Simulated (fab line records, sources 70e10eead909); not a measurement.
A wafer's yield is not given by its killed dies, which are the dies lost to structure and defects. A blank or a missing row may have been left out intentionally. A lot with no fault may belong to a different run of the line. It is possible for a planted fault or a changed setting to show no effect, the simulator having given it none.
fab line records    flow nandHarc
record: lots: 6  wafers: 18  lastDay: 32
route steps=1302 shown A_STAIRCASE@767 END@1302
lots that met no fault: taken from a fault-free run of the same line
startH: the number of hours between the record's first day and the start of the first shown wafer of the lot    waitH: hours elapsed since this lot's preceding step    " unchanged from the row above    L1.1+2: a single row standing in for several wafers    - either no value or no given start    * or withheld: withheld    < > ~ a bound
route shown NAME@n: NAME is a module with steps in the file, n the number in the route of the first one    usual: mean and standard deviation over wafers with no fault    same: alike in all rows    chamber/n: place in a boat    sites: the reading at each site    _std_site: standard deviation across them    _edge_site: the outer-site mean with the inner-site mean subtracted    radiusMm: how far each site lies from the wafer's centre    mask NAME#n: copy n    behind: the most recent tool/chamber to have shaped the wafer    hold: reason for holding the lot/hours on hold/outcome of the hold    device: which transistor (n, p or np) failed to switch    end of line: the route-end tests of the same wafers    where a step has no rows: the recipe by itself    killed: at the first sort, the dies lost to defects and structure; wafer yield is something else    map: the dies of a wafer, with x for killed, . for not killed, _ for no die there
set.NAME: the run value of the setting; set.NAME@STEP: its run value at that earlier step    model.NAME: the simulator's own value behind a step, which no gauge read
a table for each step, a row for each wafer; lots at some steps of the route
services: the hour from which a tool's chamber was out of use, counted from the record's first day as startH (under 0 if before that day), plus the number of hours and why
== steps ==
step: NHARC_A_STAIRCASE_ETCH_253
recipe: targetDepthA: 500  timeS: 20.2  ionEnergyEv: 400  c4f8FlowSccm: 20  o2FlowSccm: 10  arFlowSccm: withheld  rfW: 600  biasW: 1000  chemistry: C4F8/O2
usual: chamberPressureMTorr: 25.004/0.024  oesProductAu: 0.949/0.021  rfVppV: 895/5.3
lot.wafer  tool        chamber  startH  waitH  chamberPressureMTorr  oesProductAu  rfHoursCounterH  rfVppV
L407.3     rieDiel-13  2        394.60  0.1    24.949                0.942         9                901
L407.2     "           3        "       "      25.000                0.950         6                897
L407.6     "           2        "       "      24.993                0.943         -                900
L413.2     rieDiel-13  1        443.15  0.1    25.008                0.964         26               893
L413.5     "           1        "       "      25.029                0.970         -                893
L413.6     "           2        "       "      25.020                0.990         -                898
L418.1     rieDiel-13  0        495.09  0.1    25.007                0.957         43               897
L418.5     "           1        "       "      25.026                0.937         -                892
L418.4     "           0        "       "      24.973                0.949         -                896
L420.1     rieDiel-11  1        526.62  0.1    24.956                0.912         28               901
L420.2     "           0        "       "      25.021                0.914         28               906
L420.5     "           2        "       "      25.022                0.923         -                892
L424.3     rieDiel-11  0        562.89  0.2    24.982                0.925         42               905
L424.1     "           2        "       "      24.994                0.949         40               892
L424.2     "           3        "       "      24.991                0.933         41               891
L426.2     rieDiel-11  1        570.35  0.1    25.029                0.918         44               903
L426.3     "           2        "       "      24.993                0.924         42               893
L426.5     "           1        "       "      25.005                0.919         -                902
step: NHARC_A_STAIRCASE_STRIP_254
recipe: powerW: 1500  tempC: 250  chemistry: O2
usual: drypumpMotorCurrentA: 5.4/0.45  heaterPowerW: 318/18
lot.wafer  tool            chamber  startH  waitH  drypumpMotorCurrentA  heaterPowerW  rfHoursCounterH
L407.2     plasmaAsher-02  0        394.68  -      4.8                   311           28
L407.3     "               1        "       "      6.0                   356           -
L407.6     "               0        "       "      4.8                   311           -
L413.2     plasmaAsher-01  0        443.24  -      5.4                   293           23
L413.5     "               0        "       "      5.3                   294           -
L413.6     "               1        "       "      5.3                   323           -
L418.1     plasmaAsher-02  0        495.18  -      4.8                   307           8
L418.4     "               0        "       "      4.8                   310           -
L418.5     "               0        "       "      4.8                   306           -
L420.1     plasmaAsher-02  1        526.81  -      6.1                   332           17
L420.2     "               0        "       "      4.8                   318           17
L420.5     "               0        "       "      4.8                   311           -
L424.2     plasmaAsher-01  1        562.98  -      5.3                   337           7
L424.1     "               0        "       "      5.3                   290           7
L424.3     "               0        "       "      5.3                   282           -
L426.2     plasmaAsher-01  0        570.44  -      5.3                   289           8
L426.3     "               1        "       "      5.3                   337           -
L426.5     "               0        "       "      5.3                   285           -
step: NHARC_A_STAIRCASE_STRIP_255
recipe: timeS: 900  tempC: 130  chemistry: SPM
step: NHARC_A_STAIRCASE_PRECLEAN_256
recipe: timeS: *  tempC: 50  bathAgeMin: 0  chemistry: SC1
step: NHARC_A_STAIRCASE_SRD_257
step: NHARC_A_STAIRCASE_HM_DEP_456
recipe: targetThkA: 31000  tempC: 400  material: aC
usual: throttleValvePct: 35.000/0.0086
lot.wafer  tool       chamber  startH  waitH  throttleValvePct
L407.2     aclDep-03  0        395.99  -      34.998
L407.3     "          0        "       "      34.998
L407.6     "          0        "       "      35.007
L413.2     aclDep-02  0        444.75  -      35.012
L413.5     "          0        "       "      35.008
L413.6     "          0        "       "      35.002
L418.1     aclDep-01  0        498.01  -      35.010
L418.4     "          0        "       "      34.995
L418.5     "          0        "       "      34.997
L420.1     aclDep-03  0        529.43  -      34.993
L420.2     "          0        "       "      35.011
L420.5     "          0        "       "      35.000
L424.1     aclDep-01  0        565.27  -      35.000
L424.2     "          0        "       "      34.993
L424.3     "          0        "       "      35.000
L426.2     aclDep-01  0        573.25  -      34.990
L426.3     "          0        "       "      35.005
L426.5     "          0        "       "      35.008
step: NHARC_A_STAIRCASE_DEP_259
recipe: targetThkA: 300  targetThkNm: 30  tempC: 400  pressureTorr: 3.5  flowSccm: 200  rfW: 350  material: SiON
usual: heaterPowerW: 765/88
lot.wafer  tool      chamber  startH  waitH  heaterPowerW
L407.2     pecvd-02  2        397.58  1.3    709
L407.3     "         1        "       "      786
L407.6     "         1        "       "      788
L413.2     pecvd-03  0        446.37  1.3    680
L413.6     "         2        "       "      646
L413.5     "         0        "       "      711
L418.1     pecvd-02  1        499.86  1.5    810
L418.4     "         1        "       "      839
L418.5     "         0        "       "      627
L420.2     pecvd-02  2        531.33  1.3    726
L420.1     "         0        "       "      680
L420.5     "         1        "       "      729
L424.2     pecvd-01  2        567.15  1.3    795
L424.1     "         1        "       "      866
L424.3     "         1        "       "      862
L426.2     pecvd-03  2        574.83  1.3    641
L426.3     "         0        "       "      772
L426.5     "         0        "       "      789
step: NHARC_A_STAIRCASE_DEHYDRATE_260
recipe: tempC: 150  timeS: 120
step: NHARC_A_STAIRCASE_HMDS_261
recipe: timeS: 30
step: NHARC_A_STAIRCASE_COAT_262
recipe: spinRpm: 1200
step: NHARC_A_STAIRCASE_SOFTBAKE_263
recipe: tempC: 135  timeS: 170
step: NHARC_A_STAIRCASE_EBR_264
step: NHARC_A_STAIRCASE_EXPOSE_265
recipe: na: 0.5  doseMj: 25.01  maskId: CHOP_200
usual: exposureDoseMJCm2: 25.014/0.025  focusOffsetNm: 0.0/0.53
lot.wafer  tool           chamber  startH  waitH  mask        exposureDoseMJCm2  focusOffsetNm
L407.2     krfScanner-04  0        398.19  -      CHOP_200#0  25.006             -0.2
L407.3     "              0        "       "      CHOP_200#0  25.082             0.0
L407.6     "              0        "       "      CHOP_200#0  25.030             -0.8
L413.2     krfScanner-01  0        446.93  -      CHOP_200#0  24.990             0.3
L413.5     "              0        "       "      CHOP_200#0  24.989             -0.4
L413.6     "              0        "       "      CHOP_200#0  24.986             0.3
L418.1     krfScanner-04  0        500.46  -      CHOP_200#0  32.725             -0.4
L418.4     "              0        "       "      CHOP_200#0  32.721             -0.7
L418.5     "              0        "       "      CHOP_200#0  32.736             0.2
L420.1     krfScanner-04  0        531.91  -      CHOP_200#0  32.705             0.4
L420.2     "              0        "       "      CHOP_200#0  32.704             0.3
L420.5     "              0        "       "      CHOP_200#0  32.719             0.3
L424.1     krfScanner-01  0        567.87  -      CHOP_200#0  25.019             0.2
L424.2     "              0        "       "      CHOP_200#0  24.998             -1.2
L424.3     "              0        "       "      CHOP_200#0  25.027             0.0
L426.2     krfScanner-03  0        575.41  -      CHOP_200#0  25.021             -0.6
L426.3     "              0        "       "      CHOP_200#0  25.033             0.0
L426.5     "              0        "       "      CHOP_200#0  25.002             -0.7
step: NHARC_A_STAIRCASE_PEB_266
recipe: pebTempC: 115  pebTimeS: 130
step: NHARC_END_SORT_01
recipe: tempC: 25
usual: killedAtArray: 56/18  killedAtOther: 1.4/1.5  killedAtPeriphery: 4/3.1  killedDies: 61/19  killedOpen: 3.5/1.8  killedShort: 2.4/1.4
same: grossDies: 677
lot.wafer  tool       chamber  startH  waitH  killedAtArray  killedAtOther  killedAtPeriphery  killedDies  killedOpen  killedShort
L418.1     prober-02  0        701.14  2.5    27             0              1                  28          3           3
L418.4     prober-02  0        703.53  3.4    30             4              3                  37          3           3
L418.5     prober-02  0        704.32  3.7    29             1              1                  31          1           0
L420.5     prober-01  0        741.78  3.7    51             1              2                  54          4           1
killed by level:class
L418.1 A_CHANNEL_HOLE_D1:chamberFilmFlake=12 A_CONTACT:chamberFilmFlake=3 A_ONON_D2:geometricParticle:short=2 A_CHANNEL_HOLE_D2:chamberFilmFlake=2 A_SLIT:chamberFilmFlake=2 A_WL_FILL:geometricParticle:short=1 A_WL_FILL:geometricParticle:open=1 A_CONTACT:geometricParticle:open=1
L418.4 A_CHANNEL_HOLE_D1:chamberFilmFlake=14 A_CONTACT:chamberFilmFlake=8 THIN_TSV:chamberFilmFlake=3 A_WL_FILL:chamberFilmFlake=2 P_CONTACT:geometricParticle:open=1 P_M2:geometricParticle:open=1 A_ONON_D1:geometricParticle:open=1 A_CHANNEL_FILL_D1:geometricParticle:short=1
L418.5 A_CHANNEL_HOLE_D1:chamberFilmFlake=14 A_CONTACT:chamberFilmFlake=5 A_CHANNEL_FILL_D1:chamberFilmFlake=3 A_ZERO_WELL:chamberFilmFlake=2 A_SLIT:chamberFilmFlake=2 A_ONON_D2:geometricParticle:open=1 P_CONTACT:chamberFilmFlake=1 A_STAIRCASE:chamberFilmFlake=1
L420.5 A_CHANNEL_HOLE_D1:chamberFilmFlake=34 A_SLIT:chamberFilmFlake=3 A_CHANNEL_FILL_D2:geometricParticle:open=2 P_ZERO_WELL:chamberFilmFlake=2 A_WL_FILL:chamberFilmFlake=2 A_STAIRCASE:chamberFilmFlake=2 A_CONTACT:chamberFilmFlake=2 A_ONON_D1:geometricParticle:short=1
== services ==
tool            chamber  startH  hours  kind
aclDep-01       -        371.06  13.0   pm
rieDiel-13      2        374.87  1.9    repair
pecvd-02        -        375.66  1.8    repair
rieDiel-11      -        382.15  0.2    repair
krfScanner-03   -        396.00  4.0    pm
pecvd-02        0        403.53  16.5   repair
plasmaAsher-01  -        406.15  0.6    repair
pecvd-02        -        408.09  13.0   pm
krfScanner-01   -        412.40  0.8    repair
plasmaAsher-02  -        423.18  22.4   repair
rieDiel-13      2        423.78  9.2    repair
rieDiel-11      1        423.84  6.5    repair
aclDep-02       -        424.45  13.0   pm
rieDiel-13      0        448.17  6.2    repair
rieDiel-13      3        475.75  22.2   repair
aclDep-03       -        479.40  13.0   pm
krfScanner-01   -        484.00  4.0    pm
pecvd-03        -        486.13  2.0    repair
plasmaAsher-01  -        519.00  9.0    pm
rieDiel-13      -        520.91  9.0    pm
krfScanner-04   -        526.51  4.0    pm
rieDiel-13      -        530.61  0.6    repair
pecvd-03        -        547.09  13.0   pm
aclDep-01       -        552.27  13.0   pm
== key ==
firstSign: step: NHARC_A_STAIRCASE_EXPOSE_265  reading: exposureDoseMJCm2  direction: up  sigmas: 99+  usual: 25.014  struck: 32.718
effect none on later readings
metAt NHARC_A_STAIRCASE_EXPOSE_265
struckWafers L418.1,L418.4,L418.5,L420.1,L420.2,L420.5
testerLeftOut L418,L420
onsetBetween 398.19 500.46
fault: kind: processParameterDrift  tool: krfScanner-04  chamber: -  onsetH: 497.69  steps: NHARC_A_STAIRCASE_EXPOSE_265  channel: doseMj  offset: 7.6999  shape: step  actsIn: theseRecipesOnly  stated: 25.01
testerLeftOut: of these lots the tester's yield and bins aren't shown, on N5 and GAA mostly nor the transistor test; their killed dies are dies lost to structure and defects alone, not to doping, threshold or leakage, so they don't give the yield
